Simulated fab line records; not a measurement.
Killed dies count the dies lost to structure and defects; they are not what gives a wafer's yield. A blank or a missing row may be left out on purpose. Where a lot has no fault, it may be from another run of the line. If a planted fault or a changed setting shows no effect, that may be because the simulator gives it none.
Problem report, 8D (eight disciplines) form, completed by code :: flow n5Finfet :: the parts of the form that need people (team, actions taken, sign-off) are left out

1. WHAT WENT WRONG
Mean of spinSpeedRpm at N5_MOL_CONTACT_COAG_COAT_64: 1656.3 rpm across 6 wafers in 2 lots; on wafers with no fault it is 1499.9 rpm (standard deviation 1). That is +99 or more standard deviations from the usual mean.
The step: time 60 s, resist thk 10 nm.
First seen on wafer L217.2, day 7 18:31, on lithoTrack-01. Wafers with a number at this step in the record: 28, from 10 lots. The rule behind "out" and "out of limits": a value lying over 4 standard deviations away from the usual mean. The rest of the wafers with a number are treated as sound.

2. WHAT IT IS, WHAT IT ISN'T
question: which readings at this step
is: spinSpeedRpm
is not: -

question: which lots
is: L217, L219
is not: L208, L209, L210, L211, L212, L218, L228, L229

question: which wafers of those lots
is: all that have a number
is not: -

question: read on which tools
is: lithoTrack-01
is not: lithoTrack-02, lithoTrack-05

question: when
is: from day 7 18:31
is not: up to then (15 sound wafers); but 7 sound wafers of L218, L228, L229 came after

3. WHAT RULES OUT EACH SUSPECT
Counting: a tool at a process step up to the reading stays a suspect if it ran every lot that is out and no sound lot after the first of them.
- rieDiel-06 at N5_MOL_CONTACT_COAG_ETCH_47 (etches SiNx in CH3F/O2, stops on W, target depth 27 nm): kept. All lots that are out passed through it, beginning with L217 at day 7 18:14, and no sound lot followed; its final sound lot before that point was L212 at day 6 09:23.
- lithoTrack-01 at N5_MOL_CONTACT_COAG_COAT_64 (time 60 s, resist thk 10 nm): kept. All lots that are out passed through it, beginning with L217 at day 7 18:31, and no sound lot followed; its final sound lot before that point was L212 at day 6 09:39. Its own spinSpeedRpm readings are out on those wafers.
After counting, rieDiel-06 at N5_MOL_CONTACT_COAG_ETCH_47 and lithoTrack-01 at N5_MOL_CONTACT_COAG_COAT_64 remain.

4. THE CAUSE (what the simulator had put in)
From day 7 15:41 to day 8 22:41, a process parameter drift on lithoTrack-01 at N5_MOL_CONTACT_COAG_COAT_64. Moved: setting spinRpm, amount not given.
Counting left 2 suspects, and this tool is among them.

5. THE CHAIN OF EFFECTS, in route order
Each row: a reading whose mean over the struck wafers that have a number lies more than 3 standard deviations from the usual. Only readings whose record carries a usual standard deviation are examined. hours: median over the lots of the time between each lot's start at the first step of this table that gives one and its start at this step. sigmas: the change, counted in usual standard deviations.
hours: 0
step: N5_MOL_CONTACT_COAG_COAT_64
reading: spinSpeedRpm
usual: 1499.9 rpm
on struck wafers: 1656.3
change: +156.4
sigmas: +99 or more
It contains these process steps:
- N5_MOL_CONTACT_COAG_COAT_64: time 60 s, resist thk 10 nm.
Later measuring or inspecting steps at which every struck wafer that the step has a row for has a number for every such reading, and none has moved that far: N5_BEOL_M4_RC_MEAS_101.

6. WHAT WOULD HAVE CAUGHT IT SOONER
In this record no reading fell out of limits until day 7 18:31, 3 hours after the fault had begun at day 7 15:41.
